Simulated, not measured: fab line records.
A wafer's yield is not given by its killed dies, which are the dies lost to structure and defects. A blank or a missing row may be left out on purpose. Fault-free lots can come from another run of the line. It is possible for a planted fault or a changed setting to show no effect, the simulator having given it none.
Chamber matching | flow n5Finfet | N5_MOL_CONTACT_COAG_CONTACT_ETCH_14 on rieDiel-05 has 4 sister chambers
The step etches SiO2 in C4F6/O2, target depth 27.5 nm, overetch 8.5 nm, time 20 s. 16 wafers are shown with their chamber, then 8 later ones without.

== WAFERS PAIRED WITH THEIR CHAMBERS ==
wafer  | chamber | showerheadPlenumPTorr (Torr) | drypumpMotorCurrentA (A) | rfVppV (V)
L074.1 | 1       | 2.94                         | 6.1                      | 695
L074.4 | 2       | 2.81                         | 5.6                      | 691
L074.5 | 1       | 2.94                         | 6.1                      | 695
L075.2 | 0       | 2.83                         | 5.5                      | 691
L075.4 | 0       | 2.83                         | 5.5                      | 691
L075.6 | 1       | 2.94                         | 6.1                      | 694
L076.1 | 0       | 2.83                         | 5.5                      | 693
L076.2 | 1       | 2.94                         | 6.1                      | 696
L076.4 | 2       | 2.81                         | 5.6                      | 691
L078.2 | 3       | 3.07                         | 4.9                      | 698
L078.4 | 0       | 2.83                         | 5.5                      | 691
L078.6 | 3       | 3.07                         | 5.0                      | 699
L080.3 | 1       | 2.94                         | 6.1                      | 696
L080.5 | 0       | 2.83                         | 5.5                      | 691
L080.6 | 3       | 3.06                         | 5.0                      | 699
L081.2 | 0       | 2.83                         | 5.5                      | 691

SIGNATURES (means of the wafers above)
reading               | chamber 0 | chamber 1 | chamber 2 | chamber 3 | scatter within a chamber
showerheadPlenumPTorr | 2.8300    | 2.9400    | 2.8100    | 3.0667    | 0.00236
drypumpMotorCurrentA  | 5.500     | 6.100     | 5.600     | 4.967     | 0.0236
rfVppV                | 691.33    | 695.20    | 691.00    | 698.67    | 0.753
Rule: for a wafer and a chamber, the distance is found by dividing, reading by reading, the gap between the wafer's reading and the chamber's mean by the reading's scatter, squaring, summing and taking the root. The wafer belongs to the nearest chamber; if the next one is less than 2 further off, it can't be placed. The scatter: take each reading less its chamber's mean, square it, sum over the shown wafers, divide by the number of wafers less the number of chambers, and take the root.

== WAFERS WITHOUT THEIR CHAMBER ==
wafer  | showerheadPlenumPTorr (Torr) | drypumpMotorCurrentA (A) | rfVppV (V)
L081.3 | 2.81                         | 5.7                      | 692
L081.4 | 3.06                         | 5.0                      | 697
L089.1 | 2.82                         | 5.5                      | 690
L089.5 | 2.93                         | 6.1                      | 695
L089.6 | 2.82                         | 5.5                      | 690
L095.3 | 2.81                         | 5.5                      | 690
L095.4 | 2.92                         | 6.1                      | 696
L095.6 | 2.81                         | 5.5                      | 690

== WHICH CHAMBER EACH WENT THROUGH ==
wafer  | from the rows above     | in truth
L081.3 | 2                       | 2
L081.4 | 3                       | 3
L089.1 | can't be placed: 0 or 2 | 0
L089.5 | 1                       | 1
L089.6 | can't be placed: 0 or 2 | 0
L095.3 | 2                       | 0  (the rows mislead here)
L095.4 | 1                       | 1
L095.6 | 2                       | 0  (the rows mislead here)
Correctly placed: 4 of 8. Unplaceable from these rows: 2, with the true chamber sitting among the candidates in 2. Number placed wrongly: 2.
